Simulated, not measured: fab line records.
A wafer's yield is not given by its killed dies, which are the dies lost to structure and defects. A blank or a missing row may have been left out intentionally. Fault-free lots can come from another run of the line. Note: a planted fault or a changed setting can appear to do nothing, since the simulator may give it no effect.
Chamber matching	flow nand-harc	rie-diel-13 running NHARC_A_STAIRCASE_STRIP_476: 4 sister chambers
The step strips in O2, time 20 s. 18 wafers are shown with their chamber, then 9 later ones without.

WAFERS WITH THEIR CHAMBER
wafer	chamber	showerhead-plenum-p-Torr (Torr)	drypump-motor-current-A (A)	rf-vpp-V (V)
L960.1	2	3.39	5.4	57.0
L960.4	1	3.79	6.5	58.4
L960.6	2	3.39	5.4	57.2
L962.2	3	3.78	5.9	58.7
L962.3	2	3.38	5.4	57.4
L962.6	1	3.79	6.5	58.6
L970.1	1	3.77	6.6	58.3
L970.2	2	3.37	5.4	57.4
L970.5	0	3.71	6.0	57.9
L971.2	0	3.70	5.9	58.3
L971.5	1	3.77	6.6	57.8
L971.6	2	3.36	5.4	56.9
L974.1	0	3.70	5.9	57.4
L974.5	3	3.76	5.9	59.4
L974.6	0	3.70	5.9	58.2
L973.3	3	3.76	5.9	59.9
L973.4	0	3.70	5.9	60.3
L973.5	1	3.77	6.5	60.0

SIGNATURES (averages over the wafers above)
reading	chamber 0	chamber 1	chamber 2	chamber 3	scatter within a chamber
showerhead-plenum-p-Torr	3.7020	3.7780	3.3780	3.7667	0.0104
drypump-motor-current-A	5.920	6.540	5.400	5.900	0.0378
rf-vpp-V	58.420	58.620	57.180	59.333	0.782
Rule: distance of a wafer from a chamber = root of the sum over the readings of ((wafer's reading minus chamber's mean) / reading's scatter) squared. If the next closest chamber is less than 2 further off than the closest, the wafer can't be placed; otherwise it belongs to the closest. The scatter is the square root of a quotient: the sum, over the shown wafers, of each reading's squared deviation from its chamber's mean, divided by wafers minus chambers.

WAFERS WHOSE CHAMBER IS MISSING
wafer	showerhead-plenum-p-Torr (Torr)	drypump-motor-current-A (A)	rf-vpp-V (V)
L975.1	3.76	6.6	58.2
L975.2	3.36	5.4	58.7
L975.3	3.76	5.9	57.4
L976.3	3.70	5.9	59.4
L976.4	3.75	5.9	59.2
L976.6	3.75	5.9	58.3
L977.1	3.75	5.9	57.3
L977.4	3.36	5.4	58.2
L977.5	3.69	5.9	57.7

THE CHAMBER EACH PASSED THROUGH
wafer	from the rows above	in truth
L975.1	1	1
L975.2	2	2
L975.3	3	3
L976.3	0	0
L976.4	3	3
L976.6	3	3
L977.1	can't be placed: 3 or 0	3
L977.4	2	2
L977.5	0	0
Correctly placed: 8 of 9. Cannot be placed on the basis of these rows: 1; the candidates contain the true chamber in 1. Wrongly placed: 0.
